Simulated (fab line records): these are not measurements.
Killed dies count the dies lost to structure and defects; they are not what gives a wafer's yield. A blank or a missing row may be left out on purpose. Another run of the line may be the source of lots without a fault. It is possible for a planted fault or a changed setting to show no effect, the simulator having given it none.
Chamber matching :: flow nandHarc :: NHARC_A_CONTACT_ETCH_91 on rieDiel-01 has 4 sister chambers
The step etches the open film in CH3F/O2, target depth 40 nm, time 85.7 s. 16 wafers are shown with their chamber, then 8 later ones without.

== WAFERS WITH THEIR CHAMBER ==
wafer: L078.4
chamber: 1
drypumpMotorCurrentA (A): 5.2
showerheadPlenumPTorr (Torr): 2.39
rfVppV (V): 244.3

wafer: L078.5
chamber: 0
drypumpMotorCurrentA (A): 6.0
showerheadPlenumPTorr (Torr): 2.32
rfVppV (V): 241.1

wafer: L078.6
chamber: 3
drypumpMotorCurrentA (A): 5.8
showerheadPlenumPTorr (Torr): 2.47
rfVppV (V): 245.0

wafer: L080.3
chamber: 1
drypumpMotorCurrentA (A): 5.3
showerheadPlenumPTorr (Torr): 2.38
rfVppV (V): 243.3

wafer: L080.4
chamber: 2
drypumpMotorCurrentA (A): 6.4
showerheadPlenumPTorr (Torr): 2.31
rfVppV (V): 242.4

wafer: L080.5
chamber: 0
drypumpMotorCurrentA (A): 6.0
showerheadPlenumPTorr (Torr): 2.31
rfVppV (V): 241.6

wafer: L084.4
chamber: 2
drypumpMotorCurrentA (A): 6.4
showerheadPlenumPTorr (Torr): 2.30
rfVppV (V): 242.4

wafer: L084.5
chamber: 1
drypumpMotorCurrentA (A): 5.3
showerheadPlenumPTorr (Torr): 2.38
rfVppV (V): 242.8

wafer: L084.6
chamber: 2
drypumpMotorCurrentA (A): 6.4
showerheadPlenumPTorr (Torr): 2.30
rfVppV (V): 242.1

wafer: L085.2
chamber: 3
drypumpMotorCurrentA (A): 5.8
showerheadPlenumPTorr (Torr): 2.46
rfVppV (V): 244.3

wafer: L085.3
chamber: 1
drypumpMotorCurrentA (A): 5.2
showerheadPlenumPTorr (Torr): 2.38
rfVppV (V): 243.7

wafer: L085.5
chamber: 2
drypumpMotorCurrentA (A): 6.4
showerheadPlenumPTorr (Torr): 2.30
rfVppV (V): 242.8

wafer: L089.2
chamber: 2
drypumpMotorCurrentA (A): 6.4
showerheadPlenumPTorr (Torr): 2.30
rfVppV (V): 241.9

wafer: L089.4
chamber: 1
drypumpMotorCurrentA (A): 5.3
showerheadPlenumPTorr (Torr): 2.38
rfVppV (V): 243.8

wafer: L089.5
chamber: 0
drypumpMotorCurrentA (A): 6.0
showerheadPlenumPTorr (Torr): 2.30
rfVppV (V): 242.8

wafer: L090.1
chamber: 1
drypumpMotorCurrentA (A): 5.3
showerheadPlenumPTorr (Torr): 2.38
rfVppV (V): 242.7

SIGNATURES (averages over the wafers above)
reading: drypumpMotorCurrentA
chamber 0: 6.000
chamber 1: 5.267
chamber 2: 6.400
chamber 3: 5.800
scatter within a chamber: 0.0333

reading: showerheadPlenumPTorr
chamber 0: 2.3100
chamber 1: 2.3817
chamber 2: 2.3020
chamber 3: 2.4650
scatter within a chamber: 0.00587

reading: rfVppV
chamber 0: 241.833
chamber 1: 243.433
chamber 2: 242.320
chamber 3: 244.650
scatter within a chamber: 0.588
Rule: distance of a wafer from a chamber = root of the sum over the readings of ((wafer's reading minus chamber's mean) / reading's scatter) squared. The wafer belongs to the nearest chamber; if the next one is less than 2 further off, it can't be placed. How the scatter is found: for the shown wafers, subtract from each reading the mean of its chamber, square and add these, divide the total by (wafers less chambers), then take the root.

== WAFERS MISSING THEIR CHAMBER ==
wafer: L090.5
drypumpMotorCurrentA (A): 6.0
showerheadPlenumPTorr (Torr): 2.30
rfVppV (V): 241.9

wafer: L090.6
drypumpMotorCurrentA (A): 5.8
showerheadPlenumPTorr (Torr): 2.46
rfVppV (V): 244.5

wafer: L094.2
drypumpMotorCurrentA (A): 5.8
showerheadPlenumPTorr (Torr): 2.45
rfVppV (V): 244.2

wafer: L094.4
drypumpMotorCurrentA (A): 5.2
showerheadPlenumPTorr (Torr): 2.37
rfVppV (V): 240.8

wafer: L094.6
drypumpMotorCurrentA (A): 6.0
showerheadPlenumPTorr (Torr): 2.29
rfVppV (V): 242.8

wafer: L096.1
drypumpMotorCurrentA (A): 5.2
showerheadPlenumPTorr (Torr): 2.37
rfVppV (V): 244.4

wafer: L096.4
drypumpMotorCurrentA (A): 5.8
showerheadPlenumPTorr (Torr): 2.45
rfVppV (V): 245.0

wafer: L096.5
drypumpMotorCurrentA (A): 5.3
showerheadPlenumPTorr (Torr): 2.37
rfVppV (V): 243.5

== CHAMBER TAKEN BY EACH ==
wafer: L090.5
from the rows above: 0
in truth: 0

wafer: L090.6
from the rows above: 3
in truth: 3

wafer: L094.2
from the rows above: 3
in truth: 3

wafer: L094.4
from the rows above: 1
in truth: 1

wafer: L094.6
from the rows above: 0
in truth: 0

wafer: L096.1
from the rows above: 1
in truth: 1

wafer: L096.4
from the rows above: 3
in truth: 3

wafer: L096.5
from the rows above: 1
in truth: 1
Correctly placed: 8 of 8. Left unplaced by these rows: 0. Wrongly placed: 0.
